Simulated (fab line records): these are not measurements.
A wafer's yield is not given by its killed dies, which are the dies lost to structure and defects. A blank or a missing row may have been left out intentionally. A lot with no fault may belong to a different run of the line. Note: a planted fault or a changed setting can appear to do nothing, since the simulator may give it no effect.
Chamber matching ; flow n5 finfet ; N5_BEOL_M0_ETCH_138 on rie diel-06: 4 sister chambers
The step etches SiCN in CH3F/O2, target depth 12 nm, time 31.6 s. 18 wafers are shown with their chamber, then 9 later ones without.

== WAFERS PAIRED WITH THEIR CHAMBERS ==
wafer;chamber;showerhead plenum p Torr (Torr);oes product au (a.u.);throttle valve pct (%)
L074.3;0;1.94;0.68;16.08
L074.4;3;1.98;0.57;16.65
L074.5;2;2.03;0.80;16.37
L076.1;2;2.03;0.79;16.38
L076.2;3;1.97;0.58;16.66
L076.5;2;2.03;0.79;16.37
L078.1;2;2.03;0.79;16.37
L078.4;3;1.97;0.57;16.65
L078.5;2;2.03;0.79;16.37
L080.1;2;2.03;0.79;16.36
L080.4;2;2.03;0.80;16.37
L080.5;0;1.94;0.68;16.05
L082.1;1;1.97;0.59;16.50
L082.4;0;1.94;0.68;16.08
L082.5;3;1.97;0.58;16.68
L081.1;3;1.97;0.57;16.67
L081.3;1;1.97;0.60;16.47
L081.6;3;1.97;0.57;16.67

SIGNATURES (means of the wafers above)
reading;chamber 0;chamber 1;chamber 2;chamber 3;scatter within a chamber
showerhead plenum p Torr;1.9400;1.9700;2.0300;1.9717;0.00244
oes product au;0.6800;0.5950;0.7929;0.5733;0.00483
throttle valve pct;16.0700;16.4850;16.3700;16.6633;0.0119
Rule: for each reading, subtract the chamber's mean from the wafer's reading, divide by that reading's scatter and square the result; add these up over the readings and take the root, which gives the wafer's distance from the chamber. The wafer belongs to the nearest chamber; if the next one is less than 2 further off, it can't be placed. The scatter is the square root of a quotient: the sum, over the shown wafers, of each reading's squared deviation from its chamber's mean, divided by wafers minus chambers.

== WAFERS WITHOUT THEIR CHAMBER ==
wafer;showerhead plenum p Torr (Torr);oes product au (a.u.);throttle valve pct (%)
L087.3;2.03;0.78;16.40
L087.4;1.97;0.57;16.68
L087.5;2.03;0.77;16.40
L094.1;2.02;0.76;16.42
L094.2;1.93;0.65;16.11
L094.4;1.97;0.55;16.71
L095.4;2.02;0.76;16.41
L095.5;1.96;0.59;16.53
L095.6;1.93;0.66;16.12

== THE CHAMBER EACH PASSED THROUGH ==
wafer;from the rows above;in truth
L087.3;2;2
L087.4;3;3
L087.5;2;2
L094.1;2;2
L094.2;0;0
L094.4;3;3
L095.4;2;2
L095.5;1;1
L095.6;0;0
Placed correctly: 9 of 9. Not placeable from these rows: 0. Wrongly placed: 0.
